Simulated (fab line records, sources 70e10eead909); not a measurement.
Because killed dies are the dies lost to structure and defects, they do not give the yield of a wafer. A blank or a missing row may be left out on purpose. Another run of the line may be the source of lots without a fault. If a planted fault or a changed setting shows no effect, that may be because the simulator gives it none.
Which of the tools did it? || flow nand-harc || Sampling: 12 lots, 36 wafers, 5 of 1302 route steps

## WHAT EACH GAUGE READ, for each wafer
NHARC_A_DECK1_JOINT_THK_MEAS_14: measures by ellipsometry. Usual: thk-nm 50.9 nm, standard deviation 1.5.
{"lot": "L735", "measured": "day 11 06:55", "on": "film-metro-01", "thk-nm (nm)": "50.6 47.6 51.2", "flag": ""}
{"lot": "L737", "measured": "day 12 07:28", "on": "film-metro-01", "thk-nm (nm)": "50.4 51.8 47.8", "flag": ""}
{"lot": "L744", "measured": "day 14 21:55", "on": "film-metro-01", "thk-nm (nm)": "50.5 50.1 51.4", "flag": ""}
{"lot": "L745", "measured": "day 15 23:45", "on": "film-metro-02", "thk-nm (nm)": "50.5 49.7 49.0", "flag": ""}
{"lot": "L750", "measured": "day 17 12:10", "on": "film-metro-01", "thk-nm (nm)": "48.9 48.6 50.3", "flag": ""}
{"lot": "L748", "measured": "day 17 22:12", "on": "film-metro-02", "thk-nm (nm)": "52.1 51.3 51.6", "flag": ""}
{"lot": "L752", "measured": "day 18 09:56", "on": "film-metro-02", "thk-nm (nm)": "51.0 51.8 52.3", "flag": ""}
{"lot": "L753", "measured": "day 19 08:33", "on": "film-metro-02", "thk-nm (nm)": "49.4 49.2 50.5", "flag": ""}
{"lot": "L754", "measured": "day 20 03:35", "on": "film-metro-01", "thk-nm (nm)": "52.2 51.7 50.3", "flag": ""}
{"lot": "L756", "measured": "day 20 11:14", "on": "film-metro-02", "thk-nm (nm)": "51.4 52.1 50.8", "flag": ""}
{"lot": "L757", "measured": "day 20 11:15", "on": "film-metro-01", "thk-nm (nm)": "52.5 51.2 49.5", "flag": ""}
{"lot": "L758", "measured": "day 21 01:16", "on": "film-metro-02", "thk-nm (nm)": "52.9 53.2 50.0", "flag": ""}

NHARC_A_DECK1_JOINT_THK_MEAS_17: measures by ellipsometry. Usual: thk-nm 45.2 nm, standard deviation 1.1.
{"lot": "L735", "measured": "day 12 05:58", "on": "film-metro-01", "thk-nm (nm)": "44.3 44.8 45.3", "flag": ""}
{"lot": "L737", "measured": "day 13 10:26", "on": "film-metro-01", "thk-nm (nm)": "46.6 46.5 44.4", "flag": ""}
{"lot": "L744", "measured": "day 16 03:41", "on": "film-metro-01", "thk-nm (nm)": "28.9 45.0 46.4", "flag": "OFF"}
{"lot": "L745", "measured": "day 17 05:21", "on": "film-metro-01", "thk-nm (nm)": "44.5 44.5 45.9", "flag": ""}
{"lot": "L750", "measured": "day 18 15:45", "on": "film-metro-02", "thk-nm (nm)": "44.8 46.4 46.8", "flag": ""}
{"lot": "L748", "measured": "day 19 01:55", "on": "film-metro-02", "thk-nm (nm)": "43.1 44.7 42.7", "flag": ""}
{"lot": "L752", "measured": "day 19 14:19", "on": "film-metro-01", "thk-nm (nm)": "46.6 43.4 46.5", "flag": ""}
{"lot": "L753", "measured": "day 20 07:23", "on": "film-metro-01", "thk-nm (nm)": "44.4 45.6 44.9", "flag": ""}
{"lot": "L754", "measured": "day 21 06:58", "on": "film-metro-01", "thk-nm (nm)": "45.1 44.6 45.4", "flag": ""}
{"lot": "L756", "measured": "day 21 12:25", "on": "film-metro-02", "thk-nm (nm)": "47.1 45.3 45.6", "flag": ""}
{"lot": "L757", "measured": "day 21 12:23", "on": "film-metro-02", "thk-nm (nm)": "42.9 46.3 45.9", "flag": ""}
{"lot": "L758", "measured": "day 22 00:19", "on": "film-metro-01", "thk-nm (nm)": "44.9 45.7 46.2", "flag": ""}

## EACH LOT AND THE TOOL THAT RAN IT (in order: tool; ch and the chambers of the sampled wafers; start)
{"lot": "L735", "NHARC_A_CHANNEL_FILL_D1_ALD_15": "ald-sin-batch-02 ch 0, day 9 08:22 or earlier", "NHARC_A_CHANNEL_FILL_D1_ALD_16": "ald-hk-01 ch 0,1,2, day 9 08:22", "NHARC_A_DECK1_JOINT_DEP_16": "pecvd-02 ch 0,1, day 12 05:41"}
{"lot": "L737", "NHARC_A_CHANNEL_FILL_D1_ALD_15": "ald-sin-batch-02 ch 0, day 10 11:37 or earlier", "NHARC_A_CHANNEL_FILL_D1_ALD_16": "ald-hk-04 ch 1,2,3, day 10 11:37", "NHARC_A_DECK1_JOINT_DEP_16": "pecvd-02 ch 0,1,2, day 13 10:09"}
{"lot": "L744", "NHARC_A_CHANNEL_FILL_D1_ALD_15": "ald-sin-batch-03 ch 0, day 12 23:42 or earlier", "NHARC_A_CHANNEL_FILL_D1_ALD_16": "ald-hk-04 ch 1,2, day 12 23:42", "NHARC_A_DECK1_JOINT_DEP_16": "pecvd-04 ch 0,1,2, day 16 03:28"}
{"lot": "L745", "NHARC_A_CHANNEL_FILL_D1_ALD_15": "ald-sin-batch-01 ch 0, day 13 23:25 or earlier", "NHARC_A_CHANNEL_FILL_D1_ALD_16": "ald-hk-01 ch 0,1,3, day 13 23:25", "NHARC_A_DECK1_JOINT_DEP_16": "pecvd-02 ch 0,1, day 17 05:06"}
{"lot": "L750", "NHARC_A_CHANNEL_FILL_D1_ALD_15": "ald-sin-batch-01 ch 0, day 15 13:51 or earlier", "NHARC_A_CHANNEL_FILL_D1_ALD_16": "ald-hk-03 ch 1,2,3, day 15 13:51", "NHARC_A_DECK1_JOINT_DEP_16": "pecvd-01 ch 1,2, day 18 15:28"}
{"lot": "L748", "NHARC_A_CHANNEL_FILL_D1_ALD_15": "ald-sin-batch-02 ch 0, day 15 21:56 or earlier", "NHARC_A_CHANNEL_FILL_D1_ALD_16": "ald-hk-03 ch 0,2,3, day 15 21:56", "NHARC_A_DECK1_JOINT_DEP_16": "pecvd-04 ch 0,1,2, day 19 01:38"}
{"lot": "L752", "NHARC_A_CHANNEL_FILL_D1_ALD_15": "ald-sin-batch-01 ch 0, day 16 09:25 or earlier", "NHARC_A_CHANNEL_FILL_D1_ALD_16": "ald-hk-03 ch 0,1,3, day 16 09:25", "NHARC_A_DECK1_JOINT_DEP_16": "pecvd-02 ch 0,2, day 19 14:02"}
{"lot": "L753", "NHARC_A_CHANNEL_FILL_D1_ALD_15": "ald-sin-batch-02 ch 0, day 17 08:05 or earlier", "NHARC_A_CHANNEL_FILL_D1_ALD_16": "ald-hk-04 ch 2,3, day 17 08:05", "NHARC_A_DECK1_JOINT_DEP_16": "pecvd-04 ch 0,2, day 20 07:09"}
{"lot": "L754", "NHARC_A_CHANNEL_FILL_D1_ALD_15": "ald-sin-batch-01 ch 0, day 18 04:49 or earlier", "NHARC_A_CHANNEL_FILL_D1_ALD_16": "ald-hk-04 ch 0,2,3, day 18 04:49", "NHARC_A_DECK1_JOINT_DEP_16": "pecvd-02 ch 0,2, day 21 06:37"}
{"lot": "L756", "NHARC_A_CHANNEL_FILL_D1_ALD_15": "ald-sin-batch-01 ch 0, day 18 12:16 or earlier", "NHARC_A_CHANNEL_FILL_D1_ALD_16": "ald-hk-04 ch 0,1, day 18 12:16", "NHARC_A_DECK1_JOINT_DEP_16": "pecvd-01 ch 0,1,2, day 21 12:11"}
{"lot": "L757", "NHARC_A_CHANNEL_FILL_D1_ALD_15": "ald-sin-batch-01 ch 0, day 18 12:14 or earlier", "NHARC_A_CHANNEL_FILL_D1_ALD_16": "ald-hk-03 ch 0,1,3, day 18 12:14", "NHARC_A_DECK1_JOINT_DEP_16": "pecvd-02 ch 0,1,2, day 21 12:10"}
{"lot": "L758", "NHARC_A_CHANNEL_FILL_D1_ALD_15": "ald-sin-batch-03 ch 0, day 18 21:46 or earlier", "NHARC_A_CHANNEL_FILL_D1_ALD_16": "ald-hk-01 ch 0,1,3, day 18 21:46", "NHARC_A_DECK1_JOINT_DEP_16": "pecvd-04 ch 0,2, day 21 23:57"}
- NHARC_A_CHANNEL_FILL_D1_ALD_15: deposits SiNx, target thk 2 nm, pulse time 60 s, ald cycles 19.
- NHARC_A_CHANNEL_FILL_D1_ALD_16: deposits SiO2, target thk 1.5 nm, pulse time 10 s, ald cycles 15.
- NHARC_A_DECK1_JOINT_DEP_16: deposits SiO2, target thk 45 nm.

## WHAT THE TOOLS THEMSELVES READ (means of the sampled wafers that have a number; where no wafer has one, the mark that the record gives instead)
NHARC_A_CHANNEL_FILL_D1_ALD_15. Usual: precursor-pulse-height-rel 0.997, standard deviation 0.02; susceptor-temp-C 630.0 C, standard deviation 0.31.
{"lot": "L735", "tool": "ald-sin-batch-02", "precursor-pulse-height-rel": 0.998, "susceptor-temp-C (C)": 630.3, "flag": ""}
{"lot": "L737", "tool": "ald-sin-batch-02", "precursor-pulse-height-rel": 1.000, "susceptor-temp-C (C)": 630.0, "flag": ""}
{"lot": "L744", "tool": "ald-sin-batch-03", "precursor-pulse-height-rel": 0.992, "susceptor-temp-C (C)": 629.8, "flag": ""}
{"lot": "L745", "tool": "ald-sin-batch-01", "precursor-pulse-height-rel": 0.983, "susceptor-temp-C (C)": 629.9, "flag": ""}
{"lot": "L750", "tool": "ald-sin-batch-01", "precursor-pulse-height-rel": 1.005, "susceptor-temp-C (C)": 630.2, "flag": ""}
{"lot": "L748", "tool": "ald-sin-batch-02", "precursor-pulse-height-rel": 1.002, "susceptor-temp-C (C)": 629.7, "flag": ""}
{"lot": "L752", "tool": "ald-sin-batch-01", "precursor-pulse-height-rel": 1.005, "susceptor-temp-C (C)": "-", "flag": "OFF"}
{"lot": "L753", "tool": "ald-sin-batch-02", "precursor-pulse-height-rel": 0.987, "susceptor-temp-C (C)": 630.1, "flag": ""}
{"lot": "L754", "tool": "ald-sin-batch-01", "precursor-pulse-height-rel": 0.981, "susceptor-temp-C (C)": 629.9, "flag": ""}
{"lot": "L756", "tool": "ald-sin-batch-01", "precursor-pulse-height-rel": 0.995, "susceptor-temp-C (C)": "-", "flag": "OFF"}
{"lot": "L757", "tool": "ald-sin-batch-01", "precursor-pulse-height-rel": 1.004, "susceptor-temp-C (C)": "-", "flag": "OFF"}
{"lot": "L758", "tool": "ald-sin-batch-03", "precursor-pulse-height-rel": 1.006, "susceptor-temp-C (C)": "-", "flag": "OFF"}

NHARC_A_CHANNEL_FILL_D1_ALD_16. Usual: heater-power-w 476 W, standard deviation 54; precursor-pulse-height-rel 0.998, standard deviation 0.02; susceptor-temp-C 299.97 C, standard deviation 0.19.
{"lot": "L735", "tool": "ald-hk-01", "heater-power-w (W)": 447, "precursor-pulse-height-rel": 0.998, "susceptor-temp-C (C)": 300.14, "flag": ""}
{"lot": "L737", "tool": "ald-hk-04", "heater-power-w (W)": 477, "precursor-pulse-height-rel": 1.009, "susceptor-temp-C (C)": 299.94, "flag": ""}
{"lot": "L744", "tool": "ald-hk-04", "heater-power-w (W)": 449, "precursor-pulse-height-rel": 0.982, "susceptor-temp-C (C)": 300.01, "flag": ""}
{"lot": "L745", "tool": "ald-hk-01", "heater-power-w (W)": 465, "precursor-pulse-height-rel": 0.988, "susceptor-temp-C (C)": 300.09, "flag": ""}
{"lot": "L750", "tool": "ald-hk-03", "heater-power-w (W)": 504, "precursor-pulse-height-rel": 0.984, "susceptor-temp-C (C)": 300.18, "flag": ""}
{"lot": "L748", "tool": "ald-hk-03", "heater-power-w (W)": 504, "precursor-pulse-height-rel": 0.992, "susceptor-temp-C (C)": 299.81, "flag": ""}
{"lot": "L752", "tool": "ald-hk-03", "heater-power-w (W)": 467, "precursor-pulse-height-rel": 1.008, "susceptor-temp-C (C)": 300.01, "flag": ""}
{"lot": "L753", "tool": "ald-hk-04", "heater-power-w (W)": 494, "precursor-pulse-height-rel": 0.980, "susceptor-temp-C (C)": 299.80, "flag": ""}
{"lot": "L754", "tool": "ald-hk-04", "heater-power-w (W)": 481, "precursor-pulse-height-rel": 0.990, "susceptor-temp-C (C)": 299.85, "flag": ""}
{"lot": "L756", "tool": "ald-hk-04", "heater-power-w (W)": 416, "precursor-pulse-height-rel": 1.018, "susceptor-temp-C (C)": 299.98, "flag": ""}
{"lot": "L757", "tool": "ald-hk-03", "heater-power-w (W)": 466, "precursor-pulse-height-rel": 0.996, "susceptor-temp-C (C)": 300.15, "flag": ""}
{"lot": "L758", "tool": "ald-hk-01", "heater-power-w (W)": 466, "precursor-pulse-height-rel": 0.997, "susceptor-temp-C (C)": 299.88, "flag": ""}

NHARC_A_DECK1_JOINT_DEP_16. Usual: heater-power-w 513 W, standard deviation 76; susceptor-temp-C 400.02 C, standard deviation 0.2; throttle-valve-pct 16.1 %, standard deviation 0.49.
{"lot": "L735", "tool": "pecvd-02", "heater-power-w (W)": 470, "susceptor-temp-C (C)": 400.00, "throttle-valve-pct (%)": 16.2, "flag": ""}
{"lot": "L737", "tool": "pecvd-02", "heater-power-w (W)": 493, "susceptor-temp-C (C)": 400.03, "throttle-valve-pct (%)": 15.9, "flag": ""}
{"lot": "L744", "tool": "pecvd-04", "heater-power-w (W)": 512, "susceptor-temp-C (C)": 400.02, "throttle-valve-pct (%)": 16.5, "flag": ""}
{"lot": "L745", "tool": "pecvd-02", "heater-power-w (W)": 396, "susceptor-temp-C (C)": 400.13, "throttle-valve-pct (%)": 16.1, "flag": ""}
{"lot": "L750", "tool": "pecvd-01", "heater-power-w (W)": 573, "susceptor-temp-C (C)": 399.88, "throttle-valve-pct (%)": 15.7, "flag": ""}
{"lot": "L748", "tool": "pecvd-04", "heater-power-w (W)": 426, "susceptor-temp-C (C)": 400.04, "throttle-valve-pct (%)": 16.5, "flag": ""}
{"lot": "L752", "tool": "pecvd-02", "heater-power-w (W)": 510, "susceptor-temp-C (C)": 399.79, "throttle-valve-pct (%)": 16.6, "flag": ""}
{"lot": "L753", "tool": "pecvd-04", "heater-power-w (W)": 544, "susceptor-temp-C (C)": 399.80, "throttle-valve-pct (%)": 16.0, "flag": ""}
{"lot": "L754", "tool": "pecvd-02", "heater-power-w (W)": 503, "susceptor-temp-C (C)": 400.01, "throttle-valve-pct (%)": 16.3, "flag": ""}
{"lot": "L756", "tool": "pecvd-01", "heater-power-w (W)": 593, "susceptor-temp-C (C)": 400.16, "throttle-valve-pct (%)": 15.7, "flag": ""}
{"lot": "L757", "tool": "pecvd-02", "heater-power-w (W)": 473, "susceptor-temp-C (C)": 399.87, "throttle-valve-pct (%)": 16.5, "flag": ""}
{"lot": "L758", "tool": "pecvd-04", "heater-power-w (W)": 483, "susceptor-temp-C (C)": 400.00, "throttle-valve-pct (%)": 16.2, "flag": ""}

## THE ANSWER, worked out from the rows above alone
Rule: lot off if the mean of its wafers having a number is beyond 3 standard deviations from the usual mean. A lot without any number at a reading at which 4 lots or more have one is off too. The other lots that the step has rows for count as sound. After the gauges, taken in route order, come the tools' own readings; for these a lot's mean is taken, as printed above. At the first step where some lot is off, the reading lying furthest off is the one used; lots without a number count as furthest.
Off at NHARC_A_DECK1_JOINT_THK_MEAS_17 (thk-nm): L744.
If a tool, at a process step before that reading, ran all the lots that are off and no sound lot after the first of them, it fits. Gauges at NHARC_A_DECK1_JOINT_THK_MEAS_17: tried the same way as those tools. NHARC_A_CHANNEL_FILL_D1_ALD_15: start missing for some lots; hours and lot order therefore follow NHARC_A_CHANNEL_FILL_D1_ALD_16. Of those tried, none fits.

## WHAT HAD BEEN PUT IN BY THE SIMULATOR
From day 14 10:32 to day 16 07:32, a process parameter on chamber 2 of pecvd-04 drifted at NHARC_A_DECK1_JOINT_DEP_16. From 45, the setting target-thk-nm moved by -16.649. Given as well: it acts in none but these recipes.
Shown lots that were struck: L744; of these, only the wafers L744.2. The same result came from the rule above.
